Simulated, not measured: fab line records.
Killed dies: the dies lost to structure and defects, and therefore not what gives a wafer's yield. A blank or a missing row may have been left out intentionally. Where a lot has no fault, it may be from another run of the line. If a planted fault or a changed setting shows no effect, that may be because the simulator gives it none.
Chamber matching / flow nand-harc / NHARC_P_BONDPAD_ETCH_37 on rie-diel-07 has 4 sister chambers
The step etches the open film in N2/H2, target depth 60 nm, overetch 18 nm, time 65.91 s. 18 wafers are shown with their chamber, then 9 later ones without.

## WAFERS, EACH WITH ITS CHAMBER
wafer=L927.1; chamber=3; showerhead-plenum-p-Torr (Torr)=2.07; drypump-motor-current-A (A)=6.5; run-length-s (s)=86.3
wafer=L927.2; chamber=0; showerhead-plenum-p-Torr (Torr)=1.97; drypump-motor-current-A (A)=5.7; run-length-s (s)=87.2
wafer=L927.4; chamber=1; showerhead-plenum-p-Torr (Torr)=1.96; drypump-motor-current-A (A)=5.9; run-length-s (s)=87.7
wafer=L928.3; chamber=3; showerhead-plenum-p-Torr (Torr)=2.07; drypump-motor-current-A (A)=6.5; run-length-s (s)=86.2
wafer=L928.5; chamber=0; showerhead-plenum-p-Torr (Torr)=1.97; drypump-motor-current-A (A)=5.8; run-length-s (s)=87.1
wafer=L928.6; chamber=1; showerhead-plenum-p-Torr (Torr)=1.97; drypump-motor-current-A (A)=5.8; run-length-s (s)=88.0
wafer=L935.1; chamber=2; showerhead-plenum-p-Torr (Torr)=2.06; drypump-motor-current-A (A)=6.1; run-length-s (s)=86.9
wafer=L935.4; chamber=1; showerhead-plenum-p-Torr (Torr)=1.96; drypump-motor-current-A (A)=5.9; run-length-s (s)=88.1
wafer=L935.5; chamber=2; showerhead-plenum-p-Torr (Torr)=2.06; drypump-motor-current-A (A)=6.1; run-length-s (s)=87.1
wafer=L937.2; chamber=0; showerhead-plenum-p-Torr (Torr)=1.97; drypump-motor-current-A (A)=5.7; run-length-s (s)=87.1
wafer=L937.5; chamber=0; showerhead-plenum-p-Torr (Torr)=1.97; drypump-motor-current-A (A)=5.7; run-length-s (s)=87.1
wafer=L937.6; chamber=1; showerhead-plenum-p-Torr (Torr)=1.96; drypump-motor-current-A (A)=5.9; run-length-s (s)=87.9
wafer=L936.2; chamber=0; showerhead-plenum-p-Torr (Torr)=1.97; drypump-motor-current-A (A)=5.8; run-length-s (s)=87.4
wafer=L936.3; chamber=2; showerhead-plenum-p-Torr (Torr)=2.06; drypump-motor-current-A (A)=6.1; run-length-s (s)=87.4
wafer=L936.4; chamber=1; showerhead-plenum-p-Torr (Torr)=1.96; drypump-motor-current-A (A)=5.8; run-length-s (s)=88.1
wafer=L938.1; chamber=2; showerhead-plenum-p-Torr (Torr)=2.06; drypump-motor-current-A (A)=6.1; run-length-s (s)=86.9
wafer=L938.2; chamber=3; showerhead-plenum-p-Torr (Torr)=2.07; drypump-motor-current-A (A)=6.5; run-length-s (s)=86.8
wafer=L938.4; chamber=1; showerhead-plenum-p-Torr (Torr)=1.96; drypump-motor-current-A (A)=5.8; run-length-s (s)=88.3

SIGNATURES (averages over the wafers above)
reading=showerhead-plenum-p-Torr; chamber 0=1.9700; chamber 1=1.9617; chamber 2=2.0600; chamber 3=2.0700; scatter within a chamber=0.00244
reading=drypump-motor-current-A; chamber 0=5.740; chamber 1=5.850; chamber 2=6.100; chamber 3=6.500; scatter within a chamber=0.0439
reading=run-length-s; chamber 0=87.180; chamber 1=88.017; chamber 2=87.075; chamber 3=86.433; scatter within a chamber=0.216
Rule: a wafer's distance from a chamber is the root of the sum, over the readings, of the square of ((its reading less the chamber's mean) divided by the reading's scatter). If the next closest chamber is less than 2 further off than the closest, the wafer can't be placed; otherwise it belongs to the closest. How the scatter is found: for the shown wafers, subtract from each reading the mean of its chamber, square and add these, divide the total by (wafers less chambers), then take the root.

## WAFERS WITHOUT THEIR CHAMBER
wafer=L939.1; showerhead-plenum-p-Torr (Torr)=1.96; drypump-motor-current-A (A)=5.8; run-length-s (s)=87.7
wafer=L939.2; showerhead-plenum-p-Torr (Torr)=1.97; drypump-motor-current-A (A)=5.8; run-length-s (s)=87.3
wafer=L939.5; showerhead-plenum-p-Torr (Torr)=1.97; drypump-motor-current-A (A)=5.7; run-length-s (s)=87.3
wafer=L942.3; showerhead-plenum-p-Torr (Torr)=2.07; drypump-motor-current-A (A)=6.5; run-length-s (s)=86.6
wafer=L942.4; showerhead-plenum-p-Torr (Torr)=2.06; drypump-motor-current-A (A)=6.1; run-length-s (s)=86.8
wafer=L942.6; showerhead-plenum-p-Torr (Torr)=2.07; drypump-motor-current-A (A)=6.5; run-length-s (s)=86.3
wafer=L950.1; showerhead-plenum-p-Torr (Torr)=1.97; drypump-motor-current-A (A)=5.8; run-length-s (s)=87.1
wafer=L950.3; showerhead-plenum-p-Torr (Torr)=2.06; drypump-motor-current-A (A)=6.1; run-length-s (s)=86.7
wafer=L950.4; showerhead-plenum-p-Torr (Torr)=1.96; drypump-motor-current-A (A)=5.8; run-length-s (s)=88.3

## CHAMBER TAKEN BY EACH
wafer=L939.1; from the rows above=1; in truth=1
wafer=L939.2; from the rows above=0; in truth=0
wafer=L939.5; from the rows above=0; in truth=0
wafer=L942.3; from the rows above=3; in truth=3
wafer=L942.4; from the rows above=2; in truth=2
wafer=L942.6; from the rows above=3; in truth=3
wafer=L950.1; from the rows above=0; in truth=0
wafer=L950.3; from the rows above=2; in truth=2
wafer=L950.4; from the rows above=1; in truth=1
9 of 9 placed correctly. Not placeable from these rows: 0. Wrongly placed: 0.
